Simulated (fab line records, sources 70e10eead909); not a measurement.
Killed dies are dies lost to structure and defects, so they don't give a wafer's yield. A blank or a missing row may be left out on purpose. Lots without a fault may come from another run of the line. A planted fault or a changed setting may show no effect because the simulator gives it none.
Chamber matching | flow nand_harc | NHARC_P_M1_CMP_23 on cmp-01: 4 sister chambers
The step polishes, t overpolish 20 s, target thk 157.82 nm. 16 wafers are shown with their chamber, then 8 later ones without.

WAFERS WITH THEIR CHAMBER
wafer  | chamber | motor_current_A (A) | time_to_endpoint_s (s) | edge_zone_pressure_frac
L292.1 | 2       | 11.8                | 26.6                   | 1.002
L292.3 | 0       | 11.1                | 30.3                   | 1.011
L292.4 | 1       | 14.3                | 28.5                   | 0.998
L293.3 | 2       | 12.9                | 31.9                   | 0.989
L293.4 | 1       | 15.6                | 28.1                   | 1.003
L293.6 | 2       | 12.2                | 29.5                   | 0.996
L296.2 | 1       | 14.6                | 28.3                   | 1.004
L296.3 | 2       | 12.2                | 29.9                   | 1.011
L296.6 | 3       | 10.9                | 25.9                   | 1.001
L298.1 | 2       | 12.3                | 29.2                   | 1.001
L298.3 | 0       | 11.1                | 26.8                   | 1.000
L298.6 | 2       | 12.3                | 26.5                   | 0.997
L300.1 | 3       | 10.8                | 25.5                   | 0.999
L300.4 | 1       | 15.4                | 24.0                   | 0.995
L300.5 | 0       | 11.5                | 23.1                   | 1.003
L312.1 | 1       | 14.4                | 28.7                   | 1.000

SIGNATURES (means of the wafers above)
reading                 | chamber 0 | chamber 1 | chamber 2 | chamber 3 | scatter within a chamber
motor_current_A         | 11.233    | 14.860    | 12.283    | 10.850    | 0.425
time_to_endpoint_s      | 26.733    | 27.520    | 28.933    | 25.700    | 2.29
edge_zone_pressure_frac | 1.00467   | 1.00000   | 0.99933   | 1.00000   | 0.0057
Rule: a wafer's distance from a chamber is the root of the sum, over the readings, of the square of ((its reading less the chamber's mean) divided by the reading's scatter). The wafer belongs to the nearest chamber; if the next one is less than 2 further off, it can't be placed. The scatter: the root of (the sum of the squares of (reading less its chamber's mean) over the shown wafers, divided by (wafers less chambers)).

WAFERS WITHOUT THEIR CHAMBER
wafer  | motor_current_A (A) | time_to_endpoint_s (s) | edge_zone_pressure_frac
L312.2 | 12.0                | 30.9                   | 1.004
L312.3 | 11.1                | 26.1                   | 0.993
L314.2 | 10.7                | 24.1                   | 0.995
L314.4 | 12.4                | 28.1                   | 1.001
L314.5 | 11.9                | 27.5                   | 1.001
L313.2 | 10.7                | 27.7                   | 1.000
L313.4 | 10.6                | 29.6                   | 0.997
L313.5 | 12.5                | 29.6                   | 0.997

WHICH CHAMBER EACH WENT THROUGH
wafer  | from the rows above          | in truth
L312.2 | can't be placed: 2 or 0      | 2
L312.3 | can't be placed: 3 or 0 or 2 | 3
L314.2 | can't be placed: 3 or 0      | 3
L314.4 | 2                            | 2
L314.5 | can't be placed: 2 or 0 or 3 | 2
L313.2 | can't be placed: 3 or 0      | 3
L313.4 | can't be placed: 3 or 0      | 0
L313.5 | 2                            | 2
Placed correctly: 2 of 8. Can't be placed from these rows: 6 (the true chamber is among the candidates in 6). Placed wrongly: 0.
